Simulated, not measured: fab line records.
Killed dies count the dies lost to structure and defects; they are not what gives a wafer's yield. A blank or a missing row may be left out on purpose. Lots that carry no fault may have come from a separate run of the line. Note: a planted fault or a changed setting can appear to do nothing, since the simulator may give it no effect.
Code-filled problem report in 8D (eight disciplines) form || flow nand_harc || the parts of the form that need people (team, actions taken, sign-off) are left out

1. WHAT WENT WRONG
killed_at_array at NHARC_END_SORT_01 reads a mean of 675 on 3 wafers of 2 lots; wafers without a fault read 54 with a standard deviation of 17. That puts it +37 standard deviations away from the usual mean.
First seen on wafer L464.5, day 30 03:14, on prober-02. At this step, 36 wafers from 12 lots have a number in the record. Rule for "out" (also "out of limits"): further than 4 standard deviations from the usual mean. The other wafers with a number count as sound.

2. WHAT IT IS, WHAT IT ISN'T
{"question": "which readings at this step", "is": "killed_at_array, defect_limited_yield, killed_dies", "is not": "killed_at_other, killed_at_periphery, killed_open, killed_short"}
{"question": "which lots", "is": "L464, L465", "is not": "L451, L452, L458, L459, L460, L462, L463, L472, L473, L474"}
{"question": "which wafers of those lots", "is": "L464.5, L465.1, L465.4", "is not": "L464.2, L464.3, L465.3"}
{"question": "read on which gauges", "is": "prober-02", "is not": "prober-01"}
{"question": "when", "is": "from day 30 03:14", "is not": "up to then (23 sound wafers); but 10 sound wafers of L465, L472, L473, L474 came after"}

3. WHAT RULES OUT EACH SUSPECT
Counting: if a tool at a process step up to the reading ran every lot that is out, it stays a suspect. Sound lots after the first of them don't rule it out here, since some wafers of a struck lot are sound.
- the gauge at NHARC_END_SORT_01 is ruled out. All the wafers that are out were read on prober-02, but those of them that NHARC_A_BONDPAD_ETCH_12 has rows for are out there too, on other tools.
- pecvd-03 at NHARC_A_M1_DEP_33 (deposits SiCN, target thk 30 nm): kept. Ran every lot that is out, first one L464 (day 28 12:43); last sound lot up to then L463 (day 28 06:29).
- rie_diel-04 at NHARC_A_BONDPAD_ETCH_12 (etches the open film in CHF3/O2, target depth 220 nm, time 110 s): kept. Ran every lot that is out, first one L464 (day 28 14:49); last sound lot up to then L463 (day 28 08:37). Its own run_length_s readings are out on those wafers.
- Within rie_diel-04 at NHARC_A_BONDPAD_ETCH_12: the wafers that are out ran in chamber 3; their sound lot-mates ran in chambers 0, 1, 2.
Remaining after the count are pecvd-03 at NHARC_A_M1_DEP_33 and rie_diel-04 at NHARC_A_BONDPAD_ETCH_12.

4. THE CAUSE (what the simulator had put in)
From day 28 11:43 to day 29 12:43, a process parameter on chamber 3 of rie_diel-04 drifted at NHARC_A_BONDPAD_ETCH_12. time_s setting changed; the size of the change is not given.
2 suspects survive the count, and this tool is in that group.

5. SEQUENCE OF EFFECTS, ordered by route
One row per reading whose mean, taken over the struck wafers that have a number, lies over 3 standard deviations from the usual. Only readings whose record carries a usual standard deviation are examined. hours: median over the lots of the time between each lot's start at the first step of this table that gives one and its start at this step. sigmas: the change, counted in usual standard deviations.
{"hours": 0, "step": "NHARC_A_BONDPAD_ETCH_12", "reading": "run_length_s", "usual": "131.2 s", "on struck wafers": 113.2, "change": -18.0, "sigmas": -46}
{"hours": 32, "step": "NHARC_END_SORT_01", "reading": "defect_limited_yield", "usual": "91.4 %", "on struck wafers": 0.0, "change": -91.4, "sigmas": -37}
{"hours": 32, "step": "NHARC_END_SORT_01", "reading": "killed_at_array", "usual": 54, "on struck wafers": 675, "change": "+621", "sigmas": "+37"}
{"hours": 32, "step": "NHARC_END_SORT_01", "reading": "killed_dies", "usual": 58, "on struck wafers": 677, "change": "+619", "sigmas": "+36"}
It contains these process steps:
- NHARC_A_BONDPAD_ETCH_12: etches the open film in CHF3/O2, target depth 220 nm, time 110 s.
Readings that are blank on the struck wafers while sound wafers have them: rf_fwd_power_W at NHARC_A_BONDPAD_ETCH_12.

6. WHAT WOULD HAVE CAUGHT IT SOONER
In this record the first reading out of limits at a measuring or inspecting step was taken at day 30 03:14, 40 hours after the fault began at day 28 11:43.
At NHARC_A_BONDPAD_ETCH_12, the tool's own readings (run_length_s) were out on each struck wafer the step has a row for, so an alarm limit on them would have fired on the first such wafer.
By day 30 03:14, every lot that is out (2) had started NHARC_A_BONDPAD_ETCH_12 on rie_diel-04. A hold on the tool at that time would have spared none of them.
